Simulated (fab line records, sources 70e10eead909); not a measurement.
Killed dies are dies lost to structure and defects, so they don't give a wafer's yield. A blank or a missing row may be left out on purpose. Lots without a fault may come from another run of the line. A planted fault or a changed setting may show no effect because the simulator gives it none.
Chamber matching | flow nand_harc | NHARC_THIN_TSV_ETCH_44 on rie_diel-03: 4 sister chambers
The step etches the open film in CF4/O2, target depth 1594.2 nm, time 797.1 s. 4 wafers are shown with their chamber, then 7 later ones without.

WAFERS WITH THEIR CHAMBER
wafer  | chamber | drypump_motor_current_A (A)
L778.1 | 3       | 4.9
L783.3 | 1       | 6.3
L783.5 | 2       | 5.7
L789.1 | 0       | 6.0

WAFERS WITHOUT THEIR CHAMBER
wafer  | drypump_motor_current_A (A)
L789.3 | 5.6
L789.5 | 6.0
L790.1 | 6.3
L790.4 | 5.7
L790.5 | 4.9
L798.1 | 6.3
L798.3 | 5.0

WHICH CHAMBER EACH WENT THROUGH
wafer  | from the rows above | in truth
L789.3 | 2                   | 2
L789.5 | 0                   | 0
L790.1 | 1                   | 1
L790.4 | 2                   | 2
L790.5 | 3                   | 3
L798.1 | 1                   | 1
L798.3 | 3                   | 3
Placed correctly: 7 of 7. Can't be placed from these rows: 0. Placed wrongly: 0.
How it was worked out, from the rows above alone: a wafer's distance from a chamber is the root of the sum, over the readings, of the square of ((its reading less the chamber's mean) divided by the reading's scatter). The wafer belongs to the nearest chamber; if the next one is less than 2 further off, it can't be placed. A chamber's mean is the mean of its shown wafers. The scatter: with one shown wafer a chamber, the root of the mean of the squares of how far each hidden wafer lies from its nearest shown one.
